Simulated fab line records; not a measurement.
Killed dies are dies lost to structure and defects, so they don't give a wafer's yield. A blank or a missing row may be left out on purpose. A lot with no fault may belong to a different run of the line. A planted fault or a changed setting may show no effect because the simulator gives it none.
The tool behind it: which one? ; flow nandHarc ; 12 lots, 36 wafers sampled, at 6 steps of a route of 1302

WHAT EACH GAUGE READ, for each wafer
NHARC_P_STI_INSPECT_11.
lot;measured;on;rawDefectCount
L567;day 2 20:46;defectInspect-02;9 6 6
L568;day 3 05:49;defectInspect-02;2 6 10
L570;day 4 02:51;defectInspect-02;5 7 8
L572;day 5 00:20;defectInspect-02;3 11 11
L573;day 5 05:53;defectInspect-01;6 5 6
L574;day 5 22:06;defectInspect-01;10 4 4
L575;day 6 03:41;defectInspect-02;3 11 5
L576;day 6 14:40;defectInspect-02;3 4 6
L577;day 6 22:41;defectInspect-01;3 0 3
L579;day 7 18:29;defectInspect-01;6 3 8
L580;day 8 06:05;defectInspect-02;8 5 15
L581;day 8 16:38;defectInspect-02;10 2 6

NHARC_P_GATE_CD_MEAS_26: the cd target is 120 nm.
lot;measured;on;cdNm (nm)
L567;day 4 20:40;cdSem-01;118.9 119.9 120.8
L568;day 5 11:21;cdSem-02;120.1 120.5 121.2
L570;day 6 09:11;cdSem-02;121.7 119.3 120.2
L572;day 7 07:13;cdSem-02;120.2 119.7 119.6
L573;day 7 07:22;cdSem-01;121.5 121.7 121.7
L574;day 8 06:14;cdSem-02;119.5 121.1 119.8
L575;day 8 06:05;cdSem-02;119.3 120.0 118.5
L576;day 8 21:42;cdSem-02;120.9 120.1 120.0
L577;day 9 07:34;cdSem-02;120.5 119.0 120.1
L579;day 9 22:17;cdSem-03;120.2 120.8 118.6
L580;day 11 01:43;cdSem-02;120.2 121.2 120.0
L581;day 11 02:32;cdSem-02;110.3 111.0 112.3

NHARC_END_SORT_01.
lot;measured;on;killedAtArray;killedAtOther;killedAtPeriphery;killedDies;killedOpen;killedShort
L580;day 30 14:13;prober-02;50 52 54;0 0 1;2 2 0;52 54 55;1 5 2;3 2 7
L581;day 29 22:22;prober-01;75 59;0 1;11 9;86 69;7 2;4 3

EACH LOT AND THE TOOL THAT RAN IT (in order: tool; ch and the chambers of the sampled wafers; start)
lot;NHARC_P_STI_CMP_21;NHARC_P_GATE_EXPOSE_23;NHARC_P_GATE_ETCH_104
L567;cmp-04 ch 0,1,3, day 3 14:07;arfiScanner-02 ch 0, day 4 20:32;rieDiel-03 ch 0,1,3, day 4 20:57
L568;cmp-04 ch 1,2,3, day 4 00:07;arfiScanner-01 ch 0, day 5 11:13;rieDiel-05 ch 0,1,2, day 5 11:37
L570;cmp-04 ch 0,2,3, day 4 23:22;arfiScanner-02 ch 0, day 6 09:03;rieDiel-03 ch 1,2, day 6 09:28
L572;cmp-02 ch 0,1,2, day 5 21:18;arfiScanner-01 ch 0, day 7 07:04;rieDiel-03 ch 2,3, day 7 07:30
L573;cmp-03 ch 0,3, day 6 01:59;arfiScanner-02 ch 0, day 7 07:13;rieDiel-08 ch 0,1,2, day 7 07:39
L574;cmp-04 ch 1,3, day 6 21:09;arfiScanner-03 ch 0, day 8 06:05;rieDiel-03 ch 0,1,3, day 8 06:30
L575;cmp-02 ch 0,3, day 6 21:08;arfiScanner-02 ch 0, day 8 05:56;rieDiel-05 ch 1,2, day 8 06:21
L576;cmp-03 ch 1,3, day 7 10:08;arfiScanner-02 ch 0, day 8 21:34;rieDiel-05 ch 0,2, day 8 21:58
L577;cmp-02 ch 0,1,2, day 7 16:06;arfiScanner-01 ch 0, day 9 07:26;rieDiel-05 ch 0,1,2, day 9 07:51
L579;cmp-03 ch 0,1,2, day 8 12:05;arfiScanner-01 ch 0, day 9 22:08;rieDiel-05 ch 0,1, day 9 22:34
L580;cmp-03 ch 0,2,3, day 9 15:29;arfiScanner-01 ch 0, day 11 01:35;rieDiel-08 ch 0,3, day 11 01:59
L581;cmp-02 ch 1,2,3, day 9 15:24;arfiScanner-02 ch 0, day 11 02:24;rieDiel-05 ch 0,1,3, day 11 02:49
- NHARC_P_STI_CMP_21: polishes, t overpolish 20 s, target thk 380.67 nm.
- NHARC_P_GATE_EXPOSE_23: exposes mask P GATE, target cd 120 nm.
- NHARC_P_GATE_ETCH_104: etches the open film in CF4/CHF3, target depth 60 nm.

WHAT THE TOOLS THEMSELVES READ (means of the sampled wafers that have a number; where no wafer has one, the mark that the record gives instead)
NHARC_P_STI_CMP_21.
lot;tool;edgeZonePressureFrac;motorCurrentA (A);overpolishRunS (s)
L567;cmp-04;0.998;13.0;19.990
L568;cmp-04;0.998;14.0;19.989
L570;cmp-04;0.999;11.8;20.007
L572;cmp-02;1.003;12.3;20.001
L573;cmp-03;0.999;12.5;20.004
L574;cmp-04;0.995;13.5;20.007
L575;cmp-02;0.996;13.2;19.999
L576;cmp-03;1.002;12.3;19.998
L577;cmp-02;1.001;12.6;19.997
L579;cmp-03;1.003;12.5;20.000
L580;cmp-03;0.997;12.2;19.998
L581;cmp-02;0.999;11.1;20.001

NHARC_P_GATE_EXPOSE_23.
lot;tool;focusOffsetNm (nm)
L567;arfiScanner-02;0.5
L568;arfiScanner-01;-0.2
L570;arfiScanner-02;0.1
L572;arfiScanner-01;-0.3
L573;arfiScanner-02;-0.0
L574;arfiScanner-03;0.3
L575;arfiScanner-02;0.3
L576;arfiScanner-02;-0.2
L577;arfiScanner-01;0.1
L579;arfiScanner-01;0.1
L580;arfiScanner-01;-0.1
L581;arfiScanner-02;0.6

NHARC_P_GATE_ETCH_104.
lot;tool;chamberPressureMTorr (mTorr);drypumpMotorCurrentA (A);oesProductAu (a.u.);rfVppV (V);showerheadPlenumPTorr (Torr);throttleValvePct (%)
L567;rieDiel-03;24.992;5.5;0.928;373.4;1.66;16.807
L568;rieDiel-05;25.008;5.8;0.970;369.4;1.55;16.800
L570;rieDiel-03;25.007;5.4;0.982;373.3;1.64;16.800
L572;rieDiel-03;25.013;6.4;0.973;370.4;1.58;16.805
L573;rieDiel-08;25.006;5.7;0.956;369.7;1.56;16.800
L574;rieDiel-03;25.004;5.5;0.950;373.5;1.66;16.808
L575;rieDiel-05;24.960;5.9;0.971;370.3;1.56;16.800
L576;rieDiel-05;24.991;5.6;0.959;369.1;1.54;16.806
L577;rieDiel-05;24.986;5.8;0.965;370.0;1.55;16.803
L579;rieDiel-05;24.998;6.1;0.949;370.1;1.56;16.800
L580;rieDiel-08;24.975;5.8;0.949;369.6;1.55;16.797
L581;rieDiel-05;25.029;5.8;0.965;370.5;1.55;16.802

THE ANSWER, worked out from the rows above alone
Rule: the lots themselves supply what counts as usual. The widest of any qualifying gaps counts: lots, ordered by their means at a reading, are off when they make up no more than a third of the lots, leave a main group of 4 or more, and stand apart from it by 3 or more times the standard deviation of that group's means. Not used: any main group whose means are identical at the precision the tables above print for the reading. Also off: a lot with no number at a reading for which 4 or more lots have one. Where the step has rows for the other lots, those lots are counted as sound. The gauges are gone through in route order, then the tools' own readings, and for those a lot's mean is taken as printed above. At the first step where some lot is off, the reading lying furthest off is the one used; lots without a number count as furthest.
Off at NHARC_P_GATE_CD_MEAS_26 (cdNm): L581. Main group: mean 120.2 nm, sd 0.58.
A tool fits if, at a process step before that reading, it ran every lot that is off, and no sound lot after the first of them. Gauges at NHARC_P_GATE_CD_MEAS_26: tried the same way as those tools. Can't be told from this: 3 tools fit, cmp-02 at NHARC_P_STI_CMP_21, arfiScanner-02 at NHARC_P_GATE_EXPOSE_23, cdSem-02 at NHARC_P_GATE_CD_MEAS_26.

WHAT THE SIMULATOR PUT IN
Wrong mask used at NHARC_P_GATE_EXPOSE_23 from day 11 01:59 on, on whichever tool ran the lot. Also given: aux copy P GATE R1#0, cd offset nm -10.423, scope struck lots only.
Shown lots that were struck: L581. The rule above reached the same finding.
